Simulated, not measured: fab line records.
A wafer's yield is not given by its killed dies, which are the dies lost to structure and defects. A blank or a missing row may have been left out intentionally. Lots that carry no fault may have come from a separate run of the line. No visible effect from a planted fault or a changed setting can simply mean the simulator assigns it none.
Lot-split experiment || flow n5-finfet || 21 wafers read from 7 lots, route of 1938 steps

SPLIT DETAILS
At N5_BEOL_M2_COAT_67 (time 60 s, resist thk 60 nm), the setting spin-rpm was moved away from the recipe's 1500 rpm on 6 of the 21 wafers read, by -5.7% to +9.5%. This setting was run at the recipe's value on the other wafers.

FROM THE SPLIT TO THE READING: what the file shows between them, 7 steps
- N5_BEOL_M2_COAT_68: time 60 s, resist thk 12 nm
- N5_BEOL_M2_COAT_76: time 60 s, resist thk 5 nm
- N5_BEOL_M2_ALD_98: deposits SiO2, target thk 2.5 nm, pulse time 1 s, co reactant pulse time 1 s
- N5_BEOL_M2_ETCHBACK_99: etches SiO2 in CHF3, target depth 5 nm, time 10.4 s
- N5_BEOL_M2_ETCH_70: etches SOC in N2/H2, target depth 80 nm, overetch 24 nm, time 130 s
- N5_BEOL_M2_STRIP_71: strips in N2/H2
- N5_BEOL_M2_STRIP_78: strips in N2/H2

THE READING
SOC_of_BEOL_M2_COAT_67.thk-nm (the simulator's own value, which no gauge read), in nm, at N5_BEOL_M2_VIA_ETCH_34 (etches the open film in C4F6/O2, target depth 69.4 nm, time 65.9 s). The file does not state a usual value for it. Here, 15 wafers ran the recipe; their average is 51.9 nm with a standard deviation of 0.22 nm.

{"wafer": "L080.1", "tool, chamber at the split": "litho-track-05, 0", "spin-rpm as run, rpm": 1500, "against the recipe": "recipe", "SOC_of_BEOL_M2_COAT_67.thk-nm, nm": 52.2, "against lot-mates on the recipe": "-"}
{"wafer": "L080.6", "tool, chamber at the split": "litho-track-05, 0", "spin-rpm as run, rpm": 1500, "against the recipe": "recipe", "SOC_of_BEOL_M2_COAT_67.thk-nm, nm": 52.2, "against lot-mates on the recipe": "-"}
{"wafer": "L080.3", "tool, chamber at the split": "litho-track-05, 0", "spin-rpm as run, rpm": 1500, "against the recipe": "recipe", "SOC_of_BEOL_M2_COAT_67.thk-nm, nm": 51.8, "against lot-mates on the recipe": "-"}
{"wafer": "L083.2", "tool, chamber at the split": "litho-track-03, 0", "spin-rpm as run, rpm": 1500, "against the recipe": "recipe", "SOC_of_BEOL_M2_COAT_67.thk-nm, nm": 51.6, "against lot-mates on the recipe": "-"}
{"wafer": "L083.4", "tool, chamber at the split": "litho-track-03, 0", "spin-rpm as run, rpm": 1625, "against the recipe": "+8.3%", "SOC_of_BEOL_M2_COAT_67.thk-nm, nm": 49.6, "against lot-mates on the recipe": -2.1}
{"wafer": "L083.6", "tool, chamber at the split": "litho-track-03, 0", "spin-rpm as run, rpm": 1500, "against the recipe": "recipe", "SOC_of_BEOL_M2_COAT_67.thk-nm, nm": 51.8, "against lot-mates on the recipe": "-"}
{"wafer": "L084.1", "tool, chamber at the split": "litho-track-03, 0", "spin-rpm as run, rpm": 1414, "against the recipe": "-5.7%", "SOC_of_BEOL_M2_COAT_67.thk-nm, nm": 53.4, "against lot-mates on the recipe": "+1.4"}
{"wafer": "L084.3", "tool, chamber at the split": "litho-track-03, 0", "spin-rpm as run, rpm": 1500, "against the recipe": "recipe", "SOC_of_BEOL_M2_COAT_67.thk-nm, nm": 52, "against lot-mates on the recipe": "-"}
{"wafer": "L084.6", "tool, chamber at the split": "litho-track-03, 0", "spin-rpm as run, rpm": 1500, "against the recipe": "recipe", "SOC_of_BEOL_M2_COAT_67.thk-nm, nm": 52, "against lot-mates on the recipe": "-"}
{"wafer": "L086.1", "tool, chamber at the split": "litho-track-05, 0", "spin-rpm as run, rpm": 1500, "against the recipe": "recipe", "SOC_of_BEOL_M2_COAT_67.thk-nm, nm": 51.6, "against lot-mates on the recipe": "-"}
{"wafer": "L086.4", "tool, chamber at the split": "litho-track-05, 0", "spin-rpm as run, rpm": 1500, "against the recipe": "recipe", "SOC_of_BEOL_M2_COAT_67.thk-nm, nm": 51.8, "against lot-mates on the recipe": "-"}
{"wafer": "L086.6", "tool, chamber at the split": "litho-track-05, 0", "spin-rpm as run, rpm": 1500, "against the recipe": "recipe", "SOC_of_BEOL_M2_COAT_67.thk-nm, nm": 51.8, "against lot-mates on the recipe": "-"}
{"wafer": "L090.1", "tool, chamber at the split": "litho-track-05, 0", "spin-rpm as run, rpm": 1500, "against the recipe": "recipe", "SOC_of_BEOL_M2_COAT_67.thk-nm, nm": 52, "against lot-mates on the recipe": "-"}
{"wafer": "L090.3", "tool, chamber at the split": "litho-track-05, 0", "spin-rpm as run, rpm": 1564, "against the recipe": "+4.3%", "SOC_of_BEOL_M2_COAT_67.thk-nm, nm": 51, "against lot-mates on the recipe": -0.9}
{"wafer": "L090.5", "tool, chamber at the split": "litho-track-05, 0", "spin-rpm as run, rpm": 1500, "against the recipe": "recipe", "SOC_of_BEOL_M2_COAT_67.thk-nm, nm": 51.8, "against lot-mates on the recipe": "-"}
{"wafer": "L093.2", "tool, chamber at the split": "litho-track-04, 0", "spin-rpm as run, rpm": 1500, "against the recipe": "recipe", "SOC_of_BEOL_M2_COAT_67.thk-nm, nm": 51.6, "against lot-mates on the recipe": "-"}
{"wafer": "L093.3", "tool, chamber at the split": "litho-track-04, 0", "spin-rpm as run, rpm": 1596, "against the recipe": "+6.4%", "SOC_of_BEOL_M2_COAT_67.thk-nm, nm": 49.8, "against lot-mates on the recipe": -1.8}
{"wafer": "L093.5", "tool, chamber at the split": "litho-track-04, 0", "spin-rpm as run, rpm": 1596, "against the recipe": "+6.4%", "SOC_of_BEOL_M2_COAT_67.thk-nm, nm": 49.8, "against lot-mates on the recipe": -1.8}
{"wafer": "L097.2", "tool, chamber at the split": "litho-track-04, 0", "spin-rpm as run, rpm": 1500, "against the recipe": "recipe", "SOC_of_BEOL_M2_COAT_67.thk-nm, nm": 52.2, "against lot-mates on the recipe": "-"}
{"wafer": "L097.3", "tool, chamber at the split": "litho-track-04, 0", "spin-rpm as run, rpm": 1500, "against the recipe": "recipe", "SOC_of_BEOL_M2_COAT_67.thk-nm, nm": 52.2, "against lot-mates on the recipe": "-"}
{"wafer": "L097.5", "tool, chamber at the split": "litho-track-04, 0", "spin-rpm as run, rpm": 1642, "against the recipe": "+9.5%", "SOC_of_BEOL_M2_COAT_67.thk-nm, nm": 49.2, "against lot-mates on the recipe": -3.0}

THE FIT
A straight line over all 21 wafers: SOC_of_BEOL_M2_COAT_67.thk-nm changes by -0.287 nm for each +1% of spin-rpm; r = -0.98; the points scatter about the line by 0.23 nm.
The same after taking each lot's own level away (the mean of its wafers on the recipe; 21 wafers): -0.276 nm for each +1%; r = -0.99; scatter 0.16 nm.
Per that fit: largest spin-rpm move, reading shift of 2.6 nm.
From 51.60 to 52.20 nm: that is the span of the lots' own levels, equal to 2.8 times the standard deviation above.
Consequently the slope shifts little with the lot-to-lot level, the two slopes agreeing.
Check: for one of the wafers moved furthest among these (+9.5%), held out of the fit, the line's prediction against its lot-mates is -2.45 nm. Against them it came out at -3 nm.

OTHER SPLITS ON THESE WAFERS
Before the reading, these wafers also passed through other splits. Each is held against what the fit with the lots' levels taken away leaves over:
{"other split on the same wafers": "N5_MOL_CONTACT_COAG_CONTACT_ETCH_14 source-w", "wafers away from the commonest value": 10, "r with SOC_of_BEOL_M2_COAT_67.thk-nm (lot level and that fit taken away)": -0.06}
{"other split on the same wafers": "N5_MOL_CONTACT_COAG_ETCH_67 source-w", "wafers away from the commonest value": 8, "r with SOC_of_BEOL_M2_COAT_67.thk-nm (lot level and that fit taken away)": "+0.01"}
{"other split on the same wafers": "N5_BEOL_M1_ILD_DEP_00 time-s", "wafers away from the commonest value": 6, "r with SOC_of_BEOL_M2_COAT_67.thk-nm (lot level and that fit taken away)": -0.33}
{"other split on the same wafers": "N5_BEOL_M1_PECVD_72 time-s", "wafers away from the commonest value": 6, "r with SOC_of_BEOL_M2_COAT_67.thk-nm (lot level and that fit taken away)": -0.25}
{"other split on the same wafers": "N5_BEOL_M2_ETCH_74 source-w", "wafers away from the commonest value": 8, "r with SOC_of_BEOL_M2_COAT_67.thk-nm (lot level and that fit taken away)": "+0.22"}

THE WHOLE CHAIN: every reading that the file lists as answering this split, in the file's order
{"step": "N5_BEOL_M2_COAT_67", "what it does": "time 60 s, resist thk 60 nm", "reading": "SOC_of_BEOL_M2_COAT_67.thk-nm (the simulator's own value, which no gauge read)", "change (the file's fit)": "-0.287 nm for each +1% of the setting", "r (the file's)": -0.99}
{"step": "N5_BEOL_M2_ETCH_70", "what it does": "etches SOC in N2/H2, target depth 80 nm, overetch 24 nm, time 130 s", "reading": "etch.depth-nm (the simulator's own value, which no gauge read)", "change (the file's fit)": "-0.284 nm for each +1% of the setting", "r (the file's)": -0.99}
{"step": "N5_BEOL_M2_VIA_ETCH_34", "what it does": "etches the open film in C4F6/O2, target depth 69.4 nm, time 65.9 s", "reading": "SOC_of_BEOL_M2_COAT_67.thk-nm (the simulator's own value, which no gauge read)", "change (the file's fit)": "-0.276 nm for each +1% of the setting", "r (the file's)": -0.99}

FILE'S OWN FIT
SOC_of_BEOL_M2_COAT_67.thk-nm changes by -0.276 nm for each +1% of spin-rpm, r = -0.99.
